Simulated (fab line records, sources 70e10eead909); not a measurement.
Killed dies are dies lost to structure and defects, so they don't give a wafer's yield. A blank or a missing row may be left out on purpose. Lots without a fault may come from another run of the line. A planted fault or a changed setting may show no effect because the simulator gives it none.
Chamber matching | flow nand_harc | NHARC_A_CONTACT_DEP_29 on pecvd-04: 3 sister chambers
The step deposits SiON, target thk 70 nm. 20 wafers are shown with their chamber, then 10 later ones without.

WAFERS WITH THEIR CHAMBER
wafer  | chamber | heater_power_w (W)
L075.1 | 0       | 735
L075.2 | 1       | 726
L075.4 | 2       | 533
L080.2 | 2       | 640
L080.5 | 2       | 659
L080.6 | 0       | 650
L081.1 | 0       | 657
L081.2 | 1       | 719
L081.3 | 2       | 534
L081.4 | 1       | 707
L081.5 | 2       | 542
L081.6 | 0       | 663
L083.4 | 0       | 685
L083.5 | 1       | 731
L083.6 | 2       | 651
L084.1 | 2       | 614
L084.4 | 1       | 659
L084.6 | 2       | 624
L089.3 | 0       | 763
L089.4 | 0       | 776

SIGNATURES (means of the wafers above)
reading        | chamber 0 | chamber 1 | chamber 2 | scatter within a chamber
heater_power_w | 704.14    | 708.40    | 599.62    | 49
Rule: a wafer's distance from a chamber is the root of the sum, over the readings, of the square of ((its reading less the chamber's mean) divided by the reading's scatter). The wafer belongs to the nearest chamber; if the next one is less than 2 further off, it can't be placed. The scatter: the root of (the sum of the squares of (reading less its chamber's mean) over the shown wafers, divided by (wafers less chambers)).

WAFERS WITHOUT THEIR CHAMBER
wafer  | heater_power_w (W)
L089.6 | 651
L091.1 | 745
L091.3 | 733
L091.6 | 747
L094.2 | 514
L094.3 | 789
L094.6 | 516
L092.1 | 746
L092.5 | 633
L092.6 | 768

WHICH CHAMBER EACH WENT THROUGH
wafer  | from the rows above          | in truth
L089.6 | can't be placed: 2 or 0 or 1 | 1
L091.1 | can't be placed: 1 or 0      | 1
L091.3 | can't be placed: 1 or 0      | 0
L091.6 | can't be placed: 1 or 0      | 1
L094.2 | 2                            | 2
L094.3 | can't be placed: 1 or 0      | 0
L094.6 | 2                            | 2
L092.1 | can't be placed: 1 or 0      | 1
L092.5 | can't be placed: 2 or 0 or 1 | 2
L092.6 | can't be placed: 1 or 0      | 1
Placed correctly: 2 of 10. Can't be placed from these rows: 8 (the true chamber is among the candidates in 8). Placed wrongly: 0.
